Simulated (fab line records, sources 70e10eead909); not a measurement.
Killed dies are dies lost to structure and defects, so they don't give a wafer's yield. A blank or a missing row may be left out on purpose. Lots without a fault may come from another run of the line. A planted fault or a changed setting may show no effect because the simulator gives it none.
fab line records | flow nand_harc
record lots=5 wafers=15 last_day=32
route steps=1302 shown THIN_TSV@1266
lots that met no fault: from a run of the same line without faults
start_h: hours from the record's first day to the start of the lot's first wafer shown | wait_h: hours since the lot's step before | " the same as in the row above | L1.1+2: a row that stands for several wafers | - no value, or no start given | * or withheld: withheld | < > ~ a bound
route shown NAME@n: a module of which the file shows steps, and the number in the route of the first | usual: mean/standard deviation of fault-free wafers | same: alike in all rows | chamber/n: place in a boat | sites: the reading at each site | _std_site: their standard deviation | _edge_site: outer sites' mean less inner sites' | radius_mm: how far each site lies from the wafer's centre | mask NAME#n: copy n | behind: the tool/chamber that last shaped the wafer | hold: why the lot was held/for how many hours/how that ended | device: the transistor (n, p or np) that didn't switch | end of line: the same wafers' tests at the end of the route | a step without rows: its recipe alone | killed: dies lost to structure and defects at the first sort, not the wafer's yield | map: a wafer's dies, x killed, . not, _ none there
set.NAME: the setting as run; set.NAME@STEP: as run at that earlier step | model.NAME: the simulator's own value behind a step, which no gauge read
lots at some steps of the route; a table a step, a row a wafer
services: from which hour (start_h, from the record's first day; less than 0 if before it) a tool's chamber was out of use, for how many hours, and why
## steps
# step NHARC_THIN_TSV_STRIP_46
# recipe time_s=1200 temp_c=72.5 chemistry=post_etch_residue_remover
# columns lot.wafer tool chamber start_h wait_h
L080.2+6+4 wet_bench-08 1,2,5 579.71 0.3
L086.4+5+1 wet_bench-08 4,6,0 653.46 0.2
L088.3+6+1 wet_bench-10 5,0,1 660.66 0.2
L095.6+3+1 wet_bench-08 5,6,7 743.41 0.1
L097.5+6+4 wet_bench-10 2,3,5 749.70 0.1
# step NHARC_THIN_TSV_DEP_47
# recipe target_thk_a=2000 temp_c=withheld pressure_torr=6.5 rf_w=900 teos_flow_sccm=161.4 flow_sccm=2650 target_thk_nm=200 gas=O2 material=SiO2
# usual throttle_valve_pct=15.8/0.4
# columns lot.wafer tool chamber start_h wait_h throttle_valve_pct
L080.2 pecvd-04 2 580.25 - 15.9
L080.4 " 0 " " 16.0
L080.6 " 1 " " 16.7
L086.1 pecvd-03 0 654.00 - 15.3
L086.4 " 1 " " 16.2
L086.5 " 0 " " 15.3
L088.3 pecvd-02 2 661.16 - 15.8
L088.1 " 0 " " 15.6
L088.6 " 2 " " 15.9
L095.1 pecvd-03 2 743.89 - 15.4
L095.3 " 0 " " 15.1
L095.6 " 1 " " 16.0
L097.6 pecvd-04 2 750.27 - 15.6
L097.5 " 0 " " 16.1
L097.4 " 1 " " 16.2
# step NHARC_THIN_TSV_ETCHBACK_48
# recipe target_depth_a=10285 over_etch_frac=0.3 time_s=405.17 ion_energy_ev=250 c4f8_flow_sccm=withheld ar_flow_sccm=withheld rf_w=600 bias_w=300 chemistry=C4F8/Ar
# usual oes_product_au=0.940/0.028 rf_vpp_V=547/3
# columns lot.wafer tool chamber start_h wait_h oes_product_au rf_hours_counter_h rf_vpp_V
L080.2 rie_diel-12 2 580.64 - 0.904 7.8 551
L080.4 " 3 " " 0.906 8.0 552
L080.6 " 1 " " 0.919 - 551
L086.1 rie_diel-12 1 654.38 - 0.906 3.1 551
L086.4 " 2 " " 0.910 3.6 551
L086.5 " 0 " " 0.920 - 545
L088.1 rie_diel-04 0 661.55 - 0.922 9.3 549
L088.3 " 2 " " 0.923 10.0 544
L088.6 " 0 " " 0.928 - 548
L095.1 rie_diel-12 2 744.28 - 0.917 8.1 551
L095.3 " 3 " " 0.929 8.5 550
L095.6 " 2 " " 0.915 - 552
L097.4 rie_diel-12 0 750.61 - 0.923 8.5 545
L097.6 " 2 " " 0.927 - 551
L097.5 " 3 " " 0.924 - 549
# step NHARC_THIN_TSV_STRIP_62
# recipe power_w=1500 temp_c=250 time_s=20 chemistry=N2/H2
# usual drypump_motor_current_A=5.9/0.41 heater_power_w=325/30
# columns lot.wafer tool chamber start_h wait_h drypump_motor_current_A heater_power_w rf_hours_counter_h
L080.2 plasma_asher-01 0 581.30 - 5.6 368 23
L080.4 " 1 " " 5.2 318 -
L080.6 " 0 " " 5.6 376 -
L086.1 plasma_asher-02 1 654.69 - 6.1 342 12
L086.4 " 1 " " 6.2 337 -
L086.5 " 1 " " 6.2 340 -
L088.1 plasma_asher-02 1 661.89 - 6.2 337 14
L088.3 " 1 " " 6.2 340 -
L088.6 " 0 " " 6.2 279 -
L095.1 plasma_asher-02 1 744.60 - 6.2 343 31
L095.3 " 1 " " 6.1 343 -
L095.6 " 1 " " 6.2 346 -
L097.4 plasma_asher-02 1 750.94 - 6.2 342 -
L097.6 " 1 " " 6.1 336 -
L097.5 " 0 " " 6.2 278 -
# step NHARC_THIN_TSV_DEGAS_49
# recipe temp_c=300 time_s=120
# usual heater_power_w=449/49
# columns lot.wafer tool chamber start_h wait_h heater_power_w
L080.2 pvd_sputter-02 - 581.46 0.1 524
L080.4 " - " " 409
L080.6 " - " " 523
L086.1 pvd_sputter-03 - 654.83 0.1 425
L086.4 " - " " 413
L086.5 " - " " 425
L088.1 pvd_sputter-03 - 662.04 0.1 423
L088.3 " - " " 421
L088.6 " - " " 500
L095.1 pvd_sputter-02 - 744.78 0.2 558
L095.3 " - " " 415
L095.6 " - " " 560
L097.4 pvd_sputter-03 - 751.09 0.1 427
L097.5 " - " " 419
L097.6 " - " " 501
# step NHARC_THIN_TSV_PRE_CLEAN_50
# recipe time_s=30 temp_c=280 gas=H2/He
# usual heater_power_w=389/41
# columns lot.wafer tool chamber start_h wait_h heater_power_w
L080.4 pvd_sputter-02 - - - 363
L080.2 " - " " 476
L080.6 " - " " 385
L086.4 pvd_sputter-03 - - - 370
L086.1 " - " " 369
L086.5 " - " " 369
L088.3 pvd_sputter-03 - - - 367
L088.1 " - " " 380
L088.6 " - " " 374
L095.3 pvd_sputter-02 - - - 491
L095.1 " - " " 382
L095.6 " - " " 487
L097.4 pvd_sputter-03 - - - 386
L097.6 " - " " 428
L097.5 " - " " 372
# step NHARC_THIN_TSV_PVD_19
# recipe target_thk_a=200 chamber_pressure_pa=5 material=TaN
# usual throttle_valve_pct=30.6/1.1
# columns lot.wafer tool chamber start_h wait_h throttle_valve_pct
L080.4 pvd_sputter-02 - - - 31.0
L080.2 " - " " 29.3
L080.6 " - " " 29.4
L086.1 pvd_sputter-03 - - - 29.1
L086.4 " - " " 31.4
L086.5 " - " " 29.0
L088.3 pvd_sputter-03 - - - 31.4
L088.1 " - " " 30.6
L088.6 " - " " 31.5
L095.1 pvd_sputter-02 - - - 30.0
L095.3 " - " " 30.0
L095.6 " - " " 29.8
L097.4 pvd_sputter-03 - - - 31.3
L097.6 " - " " 31.4
L097.5 " - " " 28.2
# step NHARC_THIN_TSV_PVD_51
# recipe target_thk_a=1000 chamber_pressure_pa=5 material=Cu
# usual throttle_valve_pct=30.6/1
# columns lot.wafer tool chamber start_h wait_h throttle_valve_pct
L080.4 pvd_sputter-02 - - - 29.7
L080.2 " - " " 29.8
L080.6 " - " " 30.8
L086.1 pvd_sputter-03 - - - 31.4
L086.4 " - " " 31.0
L086.5 " - " " 30.5
L088.1 pvd_sputter-03 - - - 29.3
L088.3 " - " " 30.7
L088.6 " - " " 29.0
L095.1 pvd_sputter-02 - - - 30.9
L095.3 " - " " 30.1
L095.6 " - " " 29.6
L097.4 pvd_sputter-03 - - - 31.0
L097.5 " - " " 30.2
L097.6 " - " " 31.7
# step NHARC_THIN_TSV_ECD_20
# recipe target_thk_a=20000 material=Cu
# columns lot.wafer tool chamber start_h wait_h
L080.2+4+6 ecd_cu-01 1 581.91 -
L086.1+4+5 ecd_cu-02 0,0,1 655.39 -
L088.1+3+6 ecd_cu-02 1 662.60 -
L095.1+3+6 ecd_cu-02 1,0,1 745.34 -
L097.4+5+6 ecd_cu-01 1,1,0 751.91 -
# step NHARC_THIN_TSV_ANNEAL_52
# recipe temp_c=225 time_s=90
# usual anneal_temp_c_max=226.12/0.26 wafer_temp_C_max=226.1/0.3
# columns lot.wafer tool chamber start_h wait_h anneal_temp_c_max wafer_temp_C_max
L080.2 rtp_anneal-02 0 582.73 0.7 226.05 226.0
L080.4 " 0 " " 226.03 225.9
L080.6 " 0 " " 226.14 226.0
L086.1 rtp_anneal-02 0 656.00 0.5 226.44 226.5
L086.4 " 0 " " 225.97 226.2
L086.5 " 0 " " 226.13 226.3
L088.1 rtp_anneal-02 0 663.30 0.6 226.23 226.0
L088.3 " 0 " " 225.87 225.8
L088.6 " 0 " " 226.45 226.0
L095.1 rtp_anneal-02 0 745.96 0.5 226.29 225.8
L095.3 " 0 " " 226.10 226.0
L095.6 " 0 " " 226.73 225.7
L097.4 rtp_anneal-02 0 752.61 0.6 226.15 225.9
L097.5 " 0 " " 226.58 226.4
L097.6 " 0 " " 226.11 226.1
# step NHARC_THIN_TSV_CMP_21
# recipe t_overpolish_s=30 target_thk_nm=2000
# usual motor_current_A=11.8/1.3 overpolish_run_s=30.000/0.0092
# columns lot.wafer tool chamber start_h wait_h motor_current_A overpolish_run_s
L080.2 cmp-01 3 583.03 - 13.8 29.979
L080.4 " 2 " " 11.0 30.004
L080.6 " 0 " " 11.1 29.997
L086.1 cmp-01 0 656.35 - 11.2 29.995
L086.4 " 2 " " 10.8 29.991
L086.5 " 0 " " 11.7 30.004
L088.3 cmp-04 2 663.67 - 9.5 29.998
L088.1 " 0 " " 11.8 30.006
L088.6 " 1 " " 12.3 30.018
L095.3 cmp-04 0 746.31 - 11.6 30.001
L095.1 " 2 " " 10.0 30.000
L095.6 " 1 " " 12.9 29.997
L097.4 cmp-04 0 752.80 - 11.9 30.006
L097.5 " 0 " " 11.5 29.989
L097.6 " 1 " " 12.2 29.990
# step NHARC_THIN_TSV_SRD_23
# columns lot.wafer tool chamber start_h wait_h
L080.4+6+2 wet_bench-08 2,3,4 583.40 0.0
L086.4+5+1 wet_bench-10 6,7,2 656.72 0.0
L088.1+6+3 wet_bench-10 0,1,3 664.01 0.0
L095.3+6+1 wet_bench-08 7,2,3 746.67 0.0
L097.5+6+4 wet_bench-08 2,4,6 753.16 0.0
# step NHARC_THIN_TSV_DEGAS_53
# recipe temp_c=300 time_s=60
# usual heater_power_w=448/51
# columns lot.wafer tool chamber start_h wait_h heater_power_w
L080.2 pvd_sputter-03 - 583.49 0.1 434
L080.4 " - " " 411
L080.6 " - " " 483
L086.1 pvd_sputter-01 - 656.83 0.1 424
L086.4 " - " " 506
L086.5 " - " " 435
L088.1 pvd_sputter-03 - 664.10 0.1 430
L088.3 " - " " 408
L088.6 " - " " 411
L095.1 pvd_sputter-02 - 746.76 0.1 421
L095.3 " - " " 554
L095.6 " - " " 425
L097.4 pvd_sputter-02 - 753.25 0.1 427
L097.5 " - " " 444
L097.6 " - " " 549
# step NHARC_THIN_TSV_PRE_CLEAN_54
# recipe time_s=30 temp_c=280 gas=H2/He
# usual heater_power_w=395/45
# columns lot.wafer tool chamber start_h wait_h heater_power_w
L080.2 pvd_sputter-03 - 583.57 0.1 368
L080.4 " - " " 366
L080.6 " - " " 420
L086.1 pvd_sputter-01 - 656.89 0.1 376
L086.4 " - " " 446
L086.5 " - " " 382
L088.1 pvd_sputter-03 - 664.19 0.1 365
L088.3 " - " " 431
L088.6 " - " " 377
L095.1 pvd_sputter-02 - 746.85 0.1 479
L095.3 " - " " 374
L095.6 " - " " 498
L097.4 pvd_sputter-02 - 753.33 0.1 450
L097.5 " - " " 454
L097.6 " - " " 372
# step NHARC_THIN_TSV_PVD_55
# recipe target_thk_a=500 material=TiN
# columns lot.wafer tool chamber start_h wait_h
L080.4+2+6 pvd_sputter-03 - 583.63 0.0
L086.4+1+5 pvd_sputter-01 - 656.96 0.0
L088.3+1+6 pvd_sputter-03 - 664.25 0.0
L095.1+3+6 pvd_sputter-02 - 746.93 0.1
L097.4+6+5 pvd_sputter-02 - 753.44 0.1
# step NHARC_THIN_TSV_PVD_24
# recipe target_thk_a=8000 power_w=withheld chamber_pressure_pa=withheld substrate_temp_c=withheld time_s=withheld gas=Ar material=Al
# columns lot.wafer tool chamber start_h wait_h
L080.2+4+6 pvd_sputter-03 - 583.79 0.1
L086.4+1+5 pvd_sputter-01 - 657.11 0.1
L088.3+1+6 pvd_sputter-03 - 664.40 0.1
L095.3+1+6 pvd_sputter-02 - 747.06 0.1
L097.4+5+6 pvd_sputter-02 - 753.55 0.1
# step NHARC_THIN_TSV_DEHYDRATE_25
# recipe temp_c=150 time_s=120
# usual exhaust_pa=45.0/0.82 resist_line_temp_C=22.98/0.12
# columns lot.wafer tool chamber start_h wait_h exhaust_pa resist_line_temp_C
L080.2 litho_track-07 0 584.20 - 44.8 22.91
L080.4 " 0 " " 45.4 23.09
L080.6 " 0 " " 45.7 23.08
L086.1 litho_track-07 0 657.52 - 44.3 22.83
L086.4 " 0 " " 44.3 22.89
L086.5 " 0 " " 44.6 23.08
L088.1 litho_track-03 0 664.83 - 44.3 23.12
L088.3 " 0 " " 43.6 22.95
L088.6 " 0 " " 44.9 23.03
L095.1 litho_track-02 0 747.47 - 44.3 22.80
L095.3 " 0 " " 45.2 22.69
L095.6 " 0 " " 46.4 22.82
L097.4 litho_track-03 0 753.97 - 45.4 23.05
L097.5 " 0 " " 43.1 22.97
L097.6 " 0 " " 43.7 22.85
# step NHARC_THIN_TSV_HMDS_26
# recipe time_s=30
# usual exhaust_pa=44.9/0.96 resist_line_temp_C=23.01/0.1
# columns lot.wafer tool chamber start_h wait_h exhaust_pa resist_line_temp_C
L080.2 litho_track-07 0 - - 45.6 23.03
L080.4 " 0 " " 43.7 22.97
L080.6 " 0 " " 43.8 23.22
L086.1 litho_track-07 0 - - 45.7 23.06
L086.4 " 0 " " 46.0 23.08
L086.5 " 0 " " 45.4 23.07
L088.1 litho_track-03 0 - - 44.2 23.06
L088.3 " 0 " " 44.0 23.09
L088.6 " 0 " " 45.1 23.05
L095.1 litho_track-02 0 - - 43.4 22.93
L095.3 " 0 " " 45.8 23.01
L095.6 " 0 " " 44.7 23.08
L097.4 litho_track-03 0 - - 45.2 23.06
L097.5 " 0 " " 46.3 23.12
L097.6 " 0 " " 44.7 23.13
# step NHARC_THIN_TSV_COAT_27
# recipe spin_rpm=*
# usual exhaust_pa=45.0/0.88 resist_line_temp_C=23.02/0.12
# columns lot.wafer tool chamber start_h wait_h exhaust_pa resist_line_temp_C
L080.2 litho_track-07 0 - - 44.7 22.95
L080.4 " 0 " " 45.0 22.95
L080.6 " 0 " " 45.0 23.12
L086.1 litho_track-07 0 - - 45.0 23.00
L086.4 " 0 " " 45.4 22.98
L086.5 " 0 " " 45.3 23.08
L088.1 litho_track-03 0 - - 44.1 23.13
L088.3 " 0 " " 44.2 23.23
L088.6 " 0 " " 44.0 23.19
L095.1 litho_track-02 0 - - 44.4 23.03
L095.3 " 0 " " 45.7 23.19
L095.6 " 0 " " 44.9 23.17
L097.4 litho_track-03 0 - - 45.9 23.03
L097.5 " 0 " " 47.9 23.06
L097.6 " 0 " " 44.7 22.96
# step NHARC_THIN_TSV_SOFTBAKE_28
# recipe temp_c=122 time_s=95
# usual exhaust_pa=45.0/1 resist_line_temp_C=22.98/0.11
# columns lot.wafer tool chamber start_h wait_h exhaust_pa resist_line_temp_C
L080.2 litho_track-07 0 - - 43.7 23.10
L080.4 " 0 " " 44.9 22.90
L080.6 " 0 " " 43.0 23.00
L086.1 litho_track-07 0 - - 47.4 23.05
L086.4 " 0 " " 47.5 22.88
L086.5 " 0 " " 47.4 22.89
L088.1 litho_track-03 0 - - 46.0 23.05
L088.3 " 0 " " 46.6 23.05
L088.6 " 0 " " 46.7 23.00
L095.1 litho_track-02 0 - - 44.9 22.97
L095.3 " 0 " " 44.7 22.91
L095.6 " 0 " " 44.7 22.90
L097.4 litho_track-03 0 - - 45.3 22.92
L097.5 " 0 " " 45.1 22.79
L097.6 " 0 " " 46.2 22.85
# step NHARC_THIN_TSV_EBR_29
# usual exhaust_pa=44.9/0.83 resist_line_temp_C=23.00/0.1
# columns lot.wafer tool chamber start_h wait_h exhaust_pa resist_line_temp_C
L080.2 litho_track-07 0 - - 44.0 23.05
L080.4 " 0 " " 44.5 23.18
L080.6 " 0 " " 44.9 23.20
L086.1 litho_track-07 0 - - 44.5 22.88
L086.4 " 0 " " 45.5 23.01
L086.5 " 0 " " 45.1 23.13
L088.1 litho_track-03 0 - - 43.5 22.97
L088.3 " 0 " " 44.0 23.08
L088.6 " 0 " " 44.3 22.85
L095.1 litho_track-02 0 - - 45.6 23.03
L095.3 " 0 " " 45.4 22.97
L095.6 " 0 " " 45.6 23.02
L097.4 litho_track-03 0 - - 44.5 22.92
L097.5 " 0 " " 42.7 23.00
L097.6 " 0 " " 45.4 22.99
# step NHARC_THIN_TSV_EXPOSE_30
# recipe na=0.55 dose_mj=11.47 mask_id=PAD
# columns lot.wafer tool chamber start_h wait_h mask
L080.2+4+6 krf_scanner-02 0 584.47 - PAD#0
L086.1+4+5 krf_scanner-01 0 657.79 - PAD#0
L088.1+3+6 krf_scanner-03 0 664.97 - PAD#0
L095.1+3+6 krf_scanner-03 0 747.62 - PAD#0
L097.4+5+6 krf_scanner-02 0 754.25 - PAD#0
# step NHARC_THIN_TSV_PEB_31
# recipe peb_temp_c=118 peb_time_s=85
# usual exhaust_pa=45.1/0.92 resist_line_temp_C=23.01/0.1
# columns lot.wafer tool chamber start_h wait_h exhaust_pa resist_line_temp_C
L080.2 litho_track-02 0 584.54 0.1 44.6 23.10
L080.4 " 0 " " 44.4 23.12
L080.6 " 0 " " 45.0 22.86
L086.1 litho_track-07 0 657.86 0.1 45.6 22.97
L086.4 " 0 " " 43.9 23.12
L086.5 " 0 " " 45.5 23.05
L088.1 litho_track-07 0 665.04 0.1 45.2 23.02
L088.3 " 0 " " 44.2 23.08
L088.6 " 0 " " 46.7 23.08
L095.1 litho_track-07 0 747.68 0.1 44.7 23.00
L095.3 " 0 " " 45.8 23.04
L095.6 " 0 " " 45.1 23.18
L097.4 litho_track-02 0 754.31 0.0 44.5 22.87
L097.5 " 0 " " 44.4 22.75
L097.6 " 0 " " 45.4 22.92
# step NHARC_THIN_TSV_DEVELOP_32
# recipe time_s=70
# usual exhaust_pa=44.8/0.88 resist_line_temp_C=22.98/0.1
# columns lot.wafer tool chamber start_h wait_h exhaust_pa resist_line_temp_C
L080.2 litho_track-02 0 - - 45.2 22.78
L080.4 " 0 " " 44.2 22.91
L080.6 " 0 " " 44.5 22.70
L086.1 litho_track-07 0 - - 44.4 23.12
L086.4 " 0 " " 44.6 22.97
L086.5 " 0 " " 45.6 22.96
L088.1 litho_track-07 0 - - 43.8 22.97
L088.3 " 0 " " 45.0 22.96
L088.6 " 0 " " 44.3 23.00
L095.1 litho_track-07 0 - - 44.2 23.01
L095.3 " 0 " " 45.0 22.91
L095.6 " 0 " " 43.2 22.86
L097.4 litho_track-02 0 - - 45.6 23.00
L097.5 " 0 " " 45.7 22.92
L097.6 " 0 " " 43.6 23.03
# step NHARC_THIN_TSV_CD_MEAS_33
# recipe target_cd_nm=5000 landing_energy_ev=500
# usual cd_nm=5000.1/2.2
# columns lot.wafer tool chamber start_h wait_h cd_nm
L080.2 cd_sem-02 0 584.63 - 5000.3
L080.4 " 0 " " 4995.2
L080.6 " 0 " " 4995.6
L086.1 cd_sem-03 0 657.95 - 5000.0
L086.4 " 0 " " 5000.2
L086.5 " 0 " " 5001.6
L088.1 cd_sem-02 0 665.14 - 4999.2
L088.3 " 0 " " 4999.3
L088.6 " 0 " " 5003.1
L095.1 cd_sem-03 0 747.77 - 5001.7
L095.3 " 0 " " 4999.9
L095.6 " 0 " " 4999.2
L097.4 cd_sem-03 0 754.40 - 4995.7
L097.5 " 0 " " 4995.8
L097.6 " 0 " " 4997.2
# step NHARC_THIN_TSV_HARDBAKE_34
# recipe temp_c=125 time_s=80
# usual exhaust_pa=45.0/0.91 resist_line_temp_C=23.00/0.1
# columns lot.wafer tool chamber start_h wait_h exhaust_pa resist_line_temp_C
L080.2 litho_track-07 0 584.71 - 44.2 22.89
L080.4 " 0 " " 44.1 23.07
L080.6 " 0 " " 43.4 22.81
L086.1 litho_track-07 0 658.03 - 43.9 22.88
L086.4 " 0 " " 43.8 23.01
L086.5 " 0 " " 44.5 22.83
L088.1 litho_track-03 0 665.22 - 44.3 23.27
L088.3 " 0 " " 44.9 23.29
L088.6 " 0 " " 45.6 22.97
L095.1 litho_track-03 0 747.85 - 44.5 22.93
L095.3 " 0 " " 45.8 22.94
L095.6 " 0 " " 45.6 22.90
L097.4 litho_track-02 0 754.48 - 45.2 22.95
L097.5 " 0 " " 45.7 23.01
L097.6 " 0 " " 46.1 22.97
# step NHARC_THIN_TSV_DESCUM_35
# recipe time_s=3 o2_flow_sccm=200 ar_flow_sccm=0 bias_power_w=0 chemistry=O2
# usual drypump_motor_current_A=5.5/0.39 oes_product_au=0.995/0.0093 rf_vpp_V=57.7/0.88 showerhead_plenum_p_Torr=1.90/0.074 throttle_valve_pct=11.310/0.0093
# columns lot.wafer tool chamber start_h wait_h drypump_motor_current_A oes_product_au rf_hours_counter_h rf_vpp_V showerhead_plenum_p_Torr throttle_valve_pct
L080.2 rie_diel-03 1 584.80 - 5.2 0.977 11.0 58.3 2.03 11.320
L080.4 " 3 " " 5.5 0.995 10.8 57.7 1.88 11.301
L080.6 " 0 " " 5.3 0.978 - 58.2 1.99 11.306
L086.1 rie_diel-04 1 658.11 - 5.9 1.001 10.5 57.8 1.84 11.320
L086.4 " 3 " " 4.8 0.982 8.7 57.6 1.83 11.328
L086.5 " 2 " " 5.8 0.991 - 58.3 1.82 11.322
L088.1 rie_diel-04 2 665.31 - 5.8 1.005 10.3 55.1 1.82 11.303
L088.3 " 3 " " 4.8 0.987 9.4 57.3 1.83 11.303
L088.6 " 1 " " 6.0 1.002 - 58.7 1.84 11.304
L095.3 rie_diel-04 1 747.96 - 5.9 0.998 3.3 58.9 1.84 11.302
L095.1 " 2 " " 5.8 1.009 3.2 56.4 1.82 11.320
L095.6 " 0 " " 5.2 1.009 - 55.8 1.92 11.325
L097.4 rie_diel-03 2 754.59 - 5.2 0.986 5.7 57.2 1.93 11.323
L097.5 " 3 " " 5.5 0.989 - 57.4 1.88 11.316
L097.6 " 0 " " 5.3 0.992 - 58.3 1.99 11.317
# step NHARC_THIN_TSV_ETCH_59
# recipe target_depth_a=8800 icp_w=900 bias_w=100 Cl2_flow_sccm=60 bcl3_flow_sccm=30 time_s=138.1 chemistry=Cl2/BCl3
# usual drypump_motor_current_A=6.2/0.36 oes_product_au=1.005/0.0099 throttle_valve_pct=22.265/0.0089
# columns lot.wafer tool chamber start_h wait_h drypump_motor_current_A oes_product_au rf_hours_counter_h throttle_valve_pct
L080.2 rie_metal-03 0 584.91 0.1 6.5 1.006 2.4 22.248
L080.4 " 1 " " 5.5 1.010 - 22.275
L080.6 " 0 " " 6.5 1.008 - 22.259
L086.1 rie_metal-03 0 658.27 0.1 6.5 1.004 3.6 22.252
L086.4 " 0 " " 6.6 1.006 - 22.252
L086.5 " 1 " " 5.5 0.999 - 22.265
L088.1 rie_metal-02 0 665.46 0.1 5.9 1.021 0.9 22.251
L088.3 " 1 " " 6.2 0.998 - 22.284
L088.6 " 0 " " 5.9 1.019 - 22.285
L095.1 rie_metal-02 1 748.06 0.1 6.2 0.991 2.6 22.260
L095.3 " 0 " " 5.8 1.011 - 22.270
L095.6 " 1 " " 6.2 0.997 - 22.272
L097.4 rie_metal-01 1 754.79 0.2 6.6 1.003 - 22.255
L097.6 " 0 " " 6.5 1.006 - 22.266
L097.5 " 1 " " 6.6 0.995 - 22.259
# step NHARC_THIN_TSV_ETCH_36
# recipe target_depth_a=650 over_etch_frac=0.3 time_s=18.571 ion_energy_ev=150 chemistry=Cl2/BCl3
# usual drypump_motor_current_A=6.2/0.36 oes_product_au=1.006/0.01
# columns lot.wafer tool chamber start_h wait_h drypump_motor_current_A oes_product_au rf_hours_counter_h
L080.2 rie_metal-03 1 585.17 0.2 5.5 0.993 2.5
L080.4 " 1 " " 5.6 1.006 -
L080.6 " 0 " " 6.5 1.005 -
L086.1 rie_metal-03 0 658.50 0.2 6.5 1.011 3.8
L086.4 " 0 " " 6.6 1.013 -
L086.5 " 0 " " 6.5 1.007 -
L088.1 rie_metal-02 1 665.69 0.2 6.2 1.002 1.1
L088.3 " 1 " " 6.2 0.991 -
L088.6 " 1 " " 6.2 0.990 -
L095.1 rie_metal-02 1 748.33 0.2 6.2 0.998 2.7
L095.3 " 0 " " 5.9 1.015 -
L095.6 " 1 " " 6.2 1.007 -
L097.4 rie_metal-01 0 754.96 0.1 6.6 1.001 -
L097.6 " 1 " " 6.6 1.009 -
L097.5 " 0 " " 6.6 1.012 -
# step NHARC_THIN_TSV_STRIP_56
# recipe power_w=1500 temp_c=250 chemistry=O2
# usual drypump_motor_current_A=5.7/0.41 heater_power_w=332/29
# columns lot.wafer tool chamber start_h wait_h drypump_motor_current_A heater_power_w rf_hours_counter_h
L080.2 plasma_asher-01 0 585.32 0.1 5.6 368 25
L080.4 " 1 " " 5.2 320 -
L080.6 " 0 " " 5.6 364 -
L086.1 plasma_asher-01 1 658.64 0.1 5.2 323 40
L086.4 " 1 " " 5.2 321 -
L086.5 " 0 " " 5.6 363 -
L088.1 plasma_asher-01 1 665.79 0.1 5.2 309 42
L088.3 " 1 " " 5.2 328 -
L088.6 " 0 " " 5.6 359 -
L095.1 plasma_asher-01 0 748.42 0.1 5.6 343 13
L095.3 " 0 " " 5.6 342 -
L095.6 " 0 " " 5.6 341 -
L097.4 plasma_asher-02 1 755.18 0.2 6.1 346 -
L097.6 " 0 " " 6.2 279 -
L097.5 " 1 " " 6.2 337 -
# step NHARC_THIN_TSV_STRIP_57
# recipe time_s=1200 temp_c=72.5 chemistry=post_etch_residue_remover
# columns lot.wafer tool chamber start_h wait_h
L080.2+4+6 wet_bench-10 2,4,7 585.62 0.3
L086.5+1+4 wet_bench-10 2,4,7 658.95 0.1
L088.1+6+3 wet_bench-10 3,6,7 666.13 0.3
L095.6+3+1 wet_bench-08 4,6,7 748.77 0.1
L097.5+6+4 wet_bench-08 5,6,7 755.39 0.1
# step NHARC_THIN_TSV_CD_MEAS_37
# usual cd_nm=5001/3.3
# columns lot.wafer tool chamber start_h wait_h cd_nm
L080.2 cd_sem-02 - 586.07 - 4999
L080.4 " - " " 4995
L080.6 " - " " 4997
L086.1 cd_sem-01 - 659.39 - 5004
L086.4 " - " " 5003
L086.5 " - " " 5002
L088.1 cd_sem-01 - 666.58 - 5000
L088.3 " - " " 4998
L088.6 " - " " 5002
L095.1 cd_sem-01 - 749.21 - 5006
L095.3 " - " " 5002
L095.6 " - " " 5003
L097.4 cd_sem-02 - 755.84 - 4991
L097.5 " - " " 4993
L097.6 " - " " 4995
# step NHARC_THIN_TSV_ANNEAL_58
# recipe temp_c=400 time_s=1800
# columns lot.wafer tool chamber start_h wait_h
L080.2+4+6 furnace-07 0 588.13 2.1
L086.1+4+5 furnace-04 0 662.46 3.1
L088.1+3+6 furnace-04 0 669.65 3.1
L095.1+3+6 furnace-01 0 749.45 0.2
L097.4+5+6 furnace-01 0 758.98 3.1
# step NHARC_THIN_TSV_INSPECT_40
# usual raw_defect_count=566/89
# columns lot.wafer tool chamber start_h wait_h raw_defect_count
L080.2 defect_inspect-02 - 589.58 0.4 546
L080.4 " - " " 665
L080.6 " - " " 587
L086.1 defect_inspect-02 - 663.91 0.4 503
L086.4 " - " " 495
L086.5 " - " " 488
L088.1 defect_inspect-01 - 671.10 0.4 441
L088.3 " - " " 453
L088.6 " - " " 615
L095.1 defect_inspect-02 - 750.90 0.4 651
L095.3 " - " " 625
L095.6 " - " " 750
L097.4 defect_inspect-02 - 760.43 0.4 536
L097.5 " - " " 756
L097.6 " - " " 483
## services
# columns tool chamber start_h hours kind
rie_metal-02 0 556.28 17.0 repair
pvd_sputter-01 - 558.46 10.0 pm
rie_diel-04 - 568.34 0.2 repair
litho_track-07 - 577.00 7.0 pm
plasma_asher-02 - 579.16 9.0 pm
pvd_sputter-01 - 580.10 1.5 repair
rie_diel-12 - 598.40 9.0 pm
litho_track-03 - 601.00 7.0 pm
rie_metal-02 - 607.00 9.0 pm
pvd_sputter-02 - 614.00 10.0 pm
wet_bench-10 - 619.06 0.6 repair
pvd_sputter-01 - 620.69 11.8 repair
wet_bench-08 - 622.40 8.0 pm
rie_diel-04 3 624.27 2.4 repair
rie_metal-02 - 627.59 4.5 repair
wet_bench-10 - 639.24 8.0 pm
rie_metal-03 1 652.37 2.3 repair
pvd_sputter-03 - 677.18 4.3 repair
plasma_asher-01 - 679.40 9.0 pm
rtp_anneal-02 - 720.00 12.0 pm
litho_track-02 - 728.00 7.0 pm
wet_bench-10 - 750.28 2.4 repair
litho_track-07 - 752.00 7.0 pm
plasma_asher-02 - 756.16 9.0 pm
## key
fault none
